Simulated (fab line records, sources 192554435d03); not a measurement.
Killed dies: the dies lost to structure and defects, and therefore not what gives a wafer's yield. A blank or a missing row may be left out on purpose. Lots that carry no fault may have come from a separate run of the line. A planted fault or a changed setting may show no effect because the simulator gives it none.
8D (eight disciplines) problem report, filled in by code | flow n5 finfet | the parts of the form that need people (team, actions taken, sign-off) are left out

## 1. PROBLEM STATEMENT
At N5_BEOL_M0_SAQP_COAT_105, spin speed rpm averages 1217.9 rpm over 6 wafers from 2 lots, while fault-free wafers read 1500.0 rpm, standard deviation 1. So: -99 or more standard deviations from the usual mean.
The step: time 60 s, resist thk 100 nm.
First seen on wafer L963.1, day 9 07:59, on litho track-05. At this step, 30 wafers from 10 lots have a number in the record. Rule for "out" (also "out of limits"): further than 4 standard deviations from the usual mean. The rest of the wafers with a number are treated as sound.

## 2. WHAT IT IS, AND WHAT IT ISN'T
question                    | is                     | is not
which readings at this step | spin speed rpm         | -
which lots                  | L963, L964             | L952, L953, L954, L956, L961, L966, L970, L972
which wafers of those lots  | all that have a number | -
read on which tools         | litho track-05         | litho track-02, litho track-03
when                        | from day 9 07:59       | up to then (15 sound wafers); but 9 sound wafers of L966, L970, L972 came after

## 3. SUSPECTS, AND WHAT RULES EACH OUT
Counting: a tool stays on the suspect list if, at a process step up to the reading, it processed all lots that are out and no sound lot following the first of them.
- pecvd-01 at N5_BEOL_M0_SAQP_PECVD_03 (deposits SiCN from 3MS/NH3, target thk 12 nm, time 21.1 s): kept. It ran every lot that is out, first L963 (day 9 04:53), and no sound lot after that; its last sound lot up to then is L954 (day 7 00:06).
- ald sin-02 at N5_BEOL_M0_SAQP_SPACER1_ALD_98 (deposits SiO2, target thk 12.8 nm, pulse time 1 s, purge time 2 s): ruled out as a lasting fault. After its first lot that is out, L963 (day 9 06:35), sound lots L970, L972 ran on it.
- litho track-05 at N5_BEOL_M0_SAQP_COAT_105 (time 60 s, resist thk 100 nm): kept. It ran every lot that is out, first L963 (day 9 07:59), and no sound lot after that; its last sound lot up to then is L961 (day 8 17:09). Its own readings are out on those wafers: spin speed rpm.
Left after counting: pecvd-01 at N5_BEOL_M0_SAQP_PECVD_03, litho track-05 at N5_BEOL_M0_SAQP_COAT_105.

## 4. THE CAUSE (what the simulator had put in)
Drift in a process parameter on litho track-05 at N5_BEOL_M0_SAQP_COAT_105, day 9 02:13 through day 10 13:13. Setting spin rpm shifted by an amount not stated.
Counting leaves 2 suspects; this tool is one of them.

## 5. THE CHAIN OF EFFECTS, in route order
Each row: a reading where the mean over the struck wafers with a number is more than 3 standard deviations away from the usual. Only readings for which the record gives a usual standard deviation are gone through. hours: the time from each lot's start at the first step in this table that gives one to its start at this step, as a median over the lots. sigmas: the change in usual standard deviations.
hours | step                     | reading        | usual      | on struck wafers | change | sigmas
0     | N5_BEOL_M0_SAQP_COAT_105 | spin speed rpm | 1500.0 rpm | 1217.9           | -282.1 | -99 or more
Process steps it contains:
- N5_BEOL_M0_SAQP_COAT_105: time 60 s, resist thk 100 nm.
Later measuring or inspecting steps at which every struck wafer that the step has a row for has a number for every such reading, and none has moved that far: N5_BEOL_M4_RC_MEAS_101.

## 6. WHAT WOULD HAVE CAUGHT IT SOONER
In this record the first reading out of limits was taken at day 9 07:59, 6 hours after the fault began at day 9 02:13.
